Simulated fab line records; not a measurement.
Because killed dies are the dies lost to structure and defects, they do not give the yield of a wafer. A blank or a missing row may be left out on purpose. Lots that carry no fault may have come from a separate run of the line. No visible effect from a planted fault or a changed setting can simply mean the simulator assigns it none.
Which tool is to blame? ; flow nand_harc ; 13 lots with 39 wafers sampled at 6 steps, on a route of 1159 steps

WHAT EACH GAUGE READ, for each wafer
NHARC_A_ONON_D1_THK_MEAS_18: measures by ellipsometry.
lot;measured;on;thk_nm (nm)
L592;day 7 11:17;film_metro-02;1006 1008 1005
L593;day 8 09:52;film_metro-02;985 986 985
L594;day 8 09:53;film_metro-02;992 990 993
L596;day 8 19:51;film_metro-02;988 986 988
L597;day 9 02:49;film_metro-01;1005 1005 1003
L598;day 9 18:23;film_metro-02;998 998 998
L599;day 9 18:22;film_metro-02;1000 999 1001
L601;day 10 09:17;film_metro-02;985 985 983
L609;day 12 13:43;film_metro-02;1552 1552 1552
L612;day 12 20:37;film_metro-01;972 974 971
L611;day 12 20:37;film_metro-02;1555 1555 1556
L614;day 13 03:43;film_metro-01;1001 1002 1001
L615;day 13 22:38;film_metro-02;1012 1010 1011

NHARC_A_CHANNEL_HOLE_D1_CD_MEAS_10 targets a cd of 100 nm.
lot;measured;on;cd_nm (nm)
L592;day 7 16:40;cd_sem-02;100.3 99.6 99.8
L593;day 8 17:37;cd_sem-03;99.2 99.7 99.9
L594;day 8 18:28;cd_sem-01;100.0 100.0 99.2
L596;day 9 01:53;cd_sem-02;99.1 99.6 99.7
L597;day 9 08:31;cd_sem-01;99.5 99.7 99.7
L598;day 10 01:02;cd_sem-03;100.1 99.8 99.4
L599;day 9 23:59;cd_sem-01;99.0 99.2 100.1
L601;day 10 16:14;cd_sem-02;99.5 99.8 99.9
L612;day 13 02:01;cd_sem-02;100.7 100.6 100.5
L614;day 13 10:13;cd_sem-02;100.3 100.5 100.3
L615;day 14 04:41;cd_sem-03;100.4 99.8 100.0

NHARC_END_SORT_01.
lot;measured;on;killed_at_array;killed_at_other;killed_at_periphery;killed_dies;killed_open;killed_short
L609;day 26 06:05;prober-02;673 676 675;0 0 0;4 1 2;677 677 677;3 0 4;3 2 1
L611;day 27 05:28;prober-02;676 674 674;1 0 0;0 3 3;677 677 677;2 5 5;2 4 0

EACH LOT AND THE TOOL THAT RAN IT (in order: tool; ch and the chambers of the sampled wafers; start)
lot;NHARC_A_ZERO_WELL_RTA_16;NHARC_A_ONON_D1_DEP_16;NHARC_A_CHANNEL_HOLE_D1_DEP_00
L592;rtp_anneal-02 ch 0, day 6 04:22;pecvd_onon-04 ch 0, day 7 10:46;acl_dep-01 ch 0, day 7 14:10
L593;rtp_anneal-01 ch 0, day 7 02:30;pecvd_onon-04 ch 0, day 8 09:25;acl_dep-01 ch 0, day 8 15:24
L594;rtp_anneal-01 ch 0, day 7 03:34;pecvd_onon-02 ch 0, day 8 09:22;acl_dep-03 ch 0, day 8 15:48
L596;rtp_anneal-01 ch 0, day 7 11:35;pecvd_onon-02 ch 0, day 8 19:20;acl_dep-02 ch 0, day 8 23:13
L597;rtp_anneal-02 ch 0, day 7 18:55;pecvd_onon-04 ch 0, day 9 02:29;acl_dep-03 ch 0, day 9 06:40
L598;rtp_anneal-01 ch 0, day 8 08:50;pecvd_onon-02 ch 0, day 9 17:53;acl_dep-02 ch 0, day 9 22:23
L599;rtp_anneal-02 ch 0, day 8 11:51;pecvd_onon-03 ch 0, day 9 17:55;acl_dep-01 ch 0, day 9 21:37
L601;rtp_anneal-02 ch 0, day 8 20:01;pecvd_onon-02 ch 0, day 10 08:53;acl_dep-02 ch 0, day 10 14:10
L609;rtp_anneal-01 ch 0, day 11 01:27;pecvd_onon-04 ch 0, day 12 13:11;-
L612;rtp_anneal-01 ch 0, day 11 11:19;pecvd_onon-02 ch 0, day 12 20:06;acl_dep-02 ch 0, day 12 23:29
L611;rtp_anneal-02 ch 0, day 11 15:53;pecvd_onon-04 ch 0, day 12 20:07;-
L614;rtp_anneal-01 ch 0, day 11 23:04;pecvd_onon-02 ch 0, day 13 03:16;acl_dep-02 ch 0, day 13 07:40
L615;rtp_anneal-01 ch 0, day 12 16:29;pecvd_onon-02 ch 0, day 13 22:14;acl_dep-02 ch 0, day 14 02:34
- NHARC_A_ZERO_WELL_RTA_16: time 10 s.
- NHARC_A_ONON_D1_DEP_16: target thk 1000 nm.
- NHARC_A_CHANNEL_HOLE_D1_DEP_00: deposits aC, target thk 3100 nm.

WHAT THE TOOLS THEMSELVES READ (means of the sampled wafers that have a number; where no wafer has one, the mark that the record gives instead)
NHARC_A_ZERO_WELL_RTA_16.
lot;tool;lamp_power_pct (%);lamp_zone_7_pct (%);wafer_temp_C_max
L592;rtp_anneal-02;25.4;25.9;1006.5
L593;rtp_anneal-01;27.8;28.3;1003.8
L594;rtp_anneal-01;27.8;28.3;1004.2
L596;rtp_anneal-01;27.9;28.3;1005.3
L597;rtp_anneal-02;25.4;25.9;1006.1
L598;rtp_anneal-01;27.8;28.3;1004.6
L599;rtp_anneal-02;25.4;25.9;1007.5
L601;rtp_anneal-02;25.4;25.9;1007.8
L609;rtp_anneal-01;27.8;28.3;1003.6
L612;rtp_anneal-01;27.8;28.2;1004.7
L611;rtp_anneal-02;25.5;25.9;1007.9
L614;rtp_anneal-01;27.8;28.3;1004.9
L615;rtp_anneal-01;27.8;28.3;1004.5

NHARC_A_ONON_D1_DEP_16.
lot;tool;n2_flow_sccm (sccm);nh3_flow_sccm (sccm)
L592;pecvd_onon-04;2746;500.8
L593;pecvd_onon-04;2754;500.5
L594;pecvd_onon-02;2741;500.5
L596;pecvd_onon-02;2738;500.7
L597;pecvd_onon-04;2755;501.2
L598;pecvd_onon-02;2751;501.4
L599;pecvd_onon-03;2745;498.5
L601;pecvd_onon-02;2756;499.9
L609;pecvd_onon-04;2747;500.0
L612;pecvd_onon-02;2742;500.5
L611;pecvd_onon-04;2755;501.5
L614;pecvd_onon-02;2748;501.1
L615;pecvd_onon-02;2755;498.5

NHARC_A_CHANNEL_HOLE_D1_DEP_00.
lot;tool;throttle_valve_pct (%)
L592;acl_dep-01;35.004
L593;acl_dep-01;35.006
L594;acl_dep-03;35.007
L596;acl_dep-02;35.000
L597;acl_dep-03;35.003
L598;acl_dep-02;35.001
L599;acl_dep-01;35.001
L601;acl_dep-02;35.011
L612;acl_dep-02;35.004
L614;acl_dep-02;35.008
L615;acl_dep-02;34.999

THE ANSWER, worked out from the rows above alone
Rule: usual is defined by the lots themselves. Put in order of their means at a reading, lots are off if they are a third of the lots or fewer, leave a main group of 4 or more, and stand apart from it by a gap of 3 or more times the standard deviation of the main group's means; of several such gaps the widest counts. Not used: any main group whose means are identical at the precision the tables above print for the reading. A lot without any number at a reading at which 4 lots or more have one is off too. All remaining lots with rows at the step are treated as sound. Order of review: gauges by route order, followed by the tools' own readings, for which a lot's mean as printed above is used. The first step at which some lot is off is used, and at that step the reading that is off furthest; a lot without a number counts as furthest.
Off, at NHARC_A_ONON_D1_THK_MEAS_18 on thk_nm: L609, L611. The main group has a mean of 995 nm with a standard deviation of 11.
A tool fits if, at a process step before that reading, it ran every lot that is off, and no sound lot after the first of them. Those tools and the gauges at NHARC_A_ONON_D1_THK_MEAS_18 are tried in the same way. One candidate fits, namely pecvd_onon-04 at NHARC_A_ONON_D1_DEP_16. Its last sound lot is L597 (day 9 02:29), its first lot that is off L609 (day 12 13:11): a fault that began between those two fits.

WHAT THE SIMULATOR HAD PUT IN
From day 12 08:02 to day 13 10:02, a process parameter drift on pecvd_onon-04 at NHARC_A_ONON_D1_DEP_16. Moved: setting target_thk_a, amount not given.
Shown lots that were struck: L609, L611. Same finding as the rule above.
